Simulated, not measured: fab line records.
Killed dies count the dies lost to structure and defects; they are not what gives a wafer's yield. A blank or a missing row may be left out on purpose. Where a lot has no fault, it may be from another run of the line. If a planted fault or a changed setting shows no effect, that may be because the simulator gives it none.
Chamber matching / flow n5-finfet / 4 sister chambers for N5_FIN_SAQP_ETCH_34 on rie-diel-01
The step etches SiO2 in C4F6/O2, target depth 45 nm, time 15 s. 4 wafers are shown with their chamber, then 10 later ones without.

## WAFERS, EACH WITH ITS CHAMBER
wafer=L082.1; chamber=1; throttle-valve-pct (%)=20.80
wafer=L086.3; chamber=3; throttle-valve-pct (%)=20.97
wafer=L088.2; chamber=2; throttle-valve-pct (%)=21.39
wafer=L088.3; chamber=0; throttle-valve-pct (%)=21.28

## WAFERS WHOSE CHAMBER IS MISSING
wafer=L088.5; throttle-valve-pct (%)=21.39
wafer=L089.1; throttle-valve-pct (%)=21.28
wafer=L089.2; throttle-valve-pct (%)=21.41
wafer=L089.4; throttle-valve-pct (%)=20.99
wafer=L092.4; throttle-valve-pct (%)=21.30
wafer=L092.5; throttle-valve-pct (%)=20.82
wafer=L092.6; throttle-valve-pct (%)=21.39
wafer=L097.1; throttle-valve-pct (%)=21.42
wafer=L097.3; throttle-valve-pct (%)=21.30
wafer=L097.6; throttle-valve-pct (%)=21.32

## EACH ONE'S CHAMBER
wafer=L088.5; from the rows above=2; in truth=2
wafer=L089.1; from the rows above=0; in truth=0
wafer=L089.2; from the rows above=2; in truth=2
wafer=L089.4; from the rows above=3; in truth=3
wafer=L092.4; from the rows above=0; in truth=0
wafer=L092.5; from the rows above=1; in truth=1
wafer=L092.6; from the rows above=2; in truth=2
wafer=L097.1; from the rows above=2; in truth=2
wafer=L097.3; from the rows above=0; in truth=0
wafer=L097.6; from the rows above=can't be placed: 0 or 2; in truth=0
Correct placement for 9 of the 10. Not placeable from these rows: 1 (in 1, the candidates include the true chamber). Number placed wrongly: 0.
How it was worked out, from the rows above alone: a wafer's distance from a chamber is the root of the sum, over the readings, of the square of ((its reading less the chamber's mean) divided by the reading's scatter). The wafer belongs to the nearest chamber; if the next one is less than 2 further off, it can't be placed. For every chamber, the mean is computed from those of its wafers that are shown. The scatter: with one shown wafer a chamber, the root of the mean of the squares of how far each hidden wafer lies from its nearest shown one.
